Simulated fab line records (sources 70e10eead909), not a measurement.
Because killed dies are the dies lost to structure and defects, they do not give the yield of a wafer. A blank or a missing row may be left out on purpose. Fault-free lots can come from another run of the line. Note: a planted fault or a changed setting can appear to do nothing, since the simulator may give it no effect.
Problem report, 8D (eight disciplines) form, completed by code | flow nand_harc | the parts of the form that need people (team, actions taken, sign-off) are left out

## 1. THE ISSUE
Mean of time_to_endpoint_s at NHARC_A_M0_CMP_23: 45.0 s across 2 wafers in 2 lots; on wafers with no fault it is 27.5 s (standard deviation 2.7). That is +6.5 standard deviations from the usual mean.
The step: polishes, t overpolish 20 s, target thk 113.75 nm.
First seen on wafer L107.6, day 27 22:35, on cmp-03. The record has a number at this step for 36 wafers belonging to 12 lots. Rule for "out" (also "out of limits"): further than 4 standard deviations from the usual mean. All remaining wafers that have a number are taken as sound.

## 2. WHAT IT IS; WHAT IT IS NOT
question                    | is                 | is not
which readings at this step | time_to_endpoint_s | -
which lots                  | L107, L108         | L100, L112, L114, L115, L116, L117, L118, L119, L120, L999
which wafers of those lots  | L107.6, L108.1     | L107.1, L107.3, L108.4, L108.6
read on which tools         | cmp-01, cmp-03     | cmp-02
when                        | from day 27 22:35  | up to then (8 sound wafers); but 26 sound wafers of L108, L112, L114, L115, L116, L117, L118, L119, L120 came after

## 3. WHAT RULES OUT EACH SUSPECT
Counting: a tool at a process step up to the reading stays a suspect if it ran every lot that is out. Sound lots after the first of them don't rule it out here, since some wafers of a struck lot are sound.
- pvd_sputter-01 at NHARC_A_BLC_PVD_32 (deposits Ti, target thk 5 nm, time 17.7 s): kept. It ran every lot that is out, first L107 (day 27 20:29). Because NHARC_A_BLC_PVD_32 lacks a start for some lots, the hours and order of its lots are taken from NHARC_A_M0_INSPECT_11.
- ecd_cu-01 at NHARC_A_M0_ECD_22 (material Cu, target thk 400 nm): kept. It ran every lot that is out, first L107 (day 27 21:50).
Left after counting: pvd_sputter-01 at NHARC_A_BLC_PVD_32, ecd_cu-01 at NHARC_A_M0_ECD_22.

## 4. THE CAUSE (what the simulator had put in)
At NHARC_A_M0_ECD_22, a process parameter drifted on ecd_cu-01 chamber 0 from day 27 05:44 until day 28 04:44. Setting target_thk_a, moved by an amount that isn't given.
Counting leaves 2 suspects; this tool is one of them.

## 5. THE EFFECT CHAIN, in route order
One row per reading whose mean, taken over the struck wafers that have a number, lies over 3 standard deviations from the usual. Scope: only readings with a usual standard deviation given in the record; hours: median across lots of the time from each lot's start at the first step in this table that gives one to its start at this step; sigmas: change in usual standard deviations.
hours | step              | reading            | usual  | on struck wafers | change | sigmas
0     | NHARC_A_M0_CMP_23 | time_to_endpoint_s | 27.5 s | 45.0             | +17.5  | +6.5
Process steps it contains:
- NHARC_A_M0_CMP_23: polishes, t overpolish 20 s, target thk 113.75 nm.

## 6. HOW IT WOULD HAVE BEEN CAUGHT EARLIER
In this record no reading fell out of limits until day 27 22:35, 17 hours after the fault had begun at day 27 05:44.
L108, from the lots that are out (2), started NHARC_A_M0_ECD_22 on ecd_cu-01 later than day 27 22:35. It would have been spared by a hold on the tool at that moment.
